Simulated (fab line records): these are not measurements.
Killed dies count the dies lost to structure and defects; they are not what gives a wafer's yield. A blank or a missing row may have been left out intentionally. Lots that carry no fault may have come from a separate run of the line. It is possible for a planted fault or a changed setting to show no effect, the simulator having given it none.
8D (eight disciplines) problem report, filled in by code :: flow n5_finfet :: the parts of the form that need people (team, actions taken, sign-off) are left out

## 1. WHAT IS WRONG
At N5_BEOL_M15_ETCH_61, bias_w averages 142.7 W over 2 wafers from 2 lots, while fault-free wafers read 149.9 W, standard deviation 0.45. Measured from the usual mean, that is -16 standard deviations.
The step: etches BARC in N2/H2, target depth 89 nm, overetch 26.7 nm, time 67.9 s.
Earliest sighting: wafer L843.4 on rie_diel-05 at day 17 00:04. Wafers with a number at this step in the record: 30, from 10 lots. Rule for "out" (also "out of limits"): further than 4 standard deviations from the usual mean. Any other wafer with a number is counted as sound.

## 2. WHAT IT IS; WHAT IT IS NOT
question: which readings at this step
is: bias_w, rf_vpp_V
is not: drypump_motor_current_A, oes_product_au, showerhead_plenum_p_Torr, throttle_valve_pct

question: which lots
is: L843, L850
is not: L832, L839, L840, L842, L844, L847, L854, L855

question: which wafers of those lots
is: L843.4, L850.6
is not: L843.2, L843.6, L850.2, L850.4

question: read on which tools
is: rie_diel-05
is not: rie_diel-01, rie_diel-06

question: when
is: from day 17 00:04
is not: up to then (14 sound wafers); but 14 sound wafers of L844, L847, L850, L854, L855 came after

## 3. SUSPECTS, AND WHAT RULES EACH OUT
Counting: a tool at a process step up to the reading stays a suspect if it ran every lot that is out. Sound lots after the first of them don't rule it out here, since some wafers of a struck lot are sound.
- rie_diel-05 at N5_BEOL_M15_ETCH_61 (etches BARC in N2/H2, target depth 89 nm, overetch 26.7 nm, time 67.9 s): kept. It processed each lot that is out (first: L843, day 17 00:04); up to then, its last sound lot is L842 (day 12 12:53). Out on those wafers are its own readings of bias_w, rf_vpp_V.
- rie_diel-05, N5_BEOL_M15_ETCH_61: wafers that are out in chamber 0, sound lot-mates in chambers 1, 3.
The count leaves rie_diel-05 at N5_BEOL_M15_ETCH_61.

## 4. THE CAUSE (what the simulator had put in)
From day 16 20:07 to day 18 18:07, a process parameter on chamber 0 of rie_diel-05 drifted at N5_BEOL_M15_ETCH_61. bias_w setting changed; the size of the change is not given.
The count eliminated every tool but this one.

## 5. SEQUENCE OF EFFECTS, ordered by route
Each row: a reading where the mean over the struck wafers with a number is more than 3 standard deviations away from the usual. Scope: only readings with a usual standard deviation given in the record; hours: median across lots of the time from each lot's start at the first step in this table that gives one to its start at this step; sigmas: change in usual standard deviations.
hours: 0
step: N5_BEOL_M15_ETCH_61
reading: bias_w
usual: 149.9 W
on struck wafers: 142.7
change: -7.2
sigmas: -16

hours: 0
step: N5_BEOL_M15_ETCH_61
reading: rf_vpp_V
usual: 524.2 V
on struck wafers: 511.1
change: -13.1
sigmas: -4.7

hours: 18
step: N5_PASSIVATION_PROBE_49
reading: killed_at_front_end
usual: 44
on struck wafers: 87
change: +43
sigmas: +3.3
The process steps in it:
- N5_BEOL_M15_ETCH_61: etches BARC in N2/H2, target depth 89 nm, overetch 26.7 nm, time 67.9 s.
- N5_PASSIVATION_PROBE_49

## 6. WHAT WOULD HAVE CAUGHT IT SOONER
In this record no reading fell out of limits until day 17 00:04, 4 hours after the fault had begun at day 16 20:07.
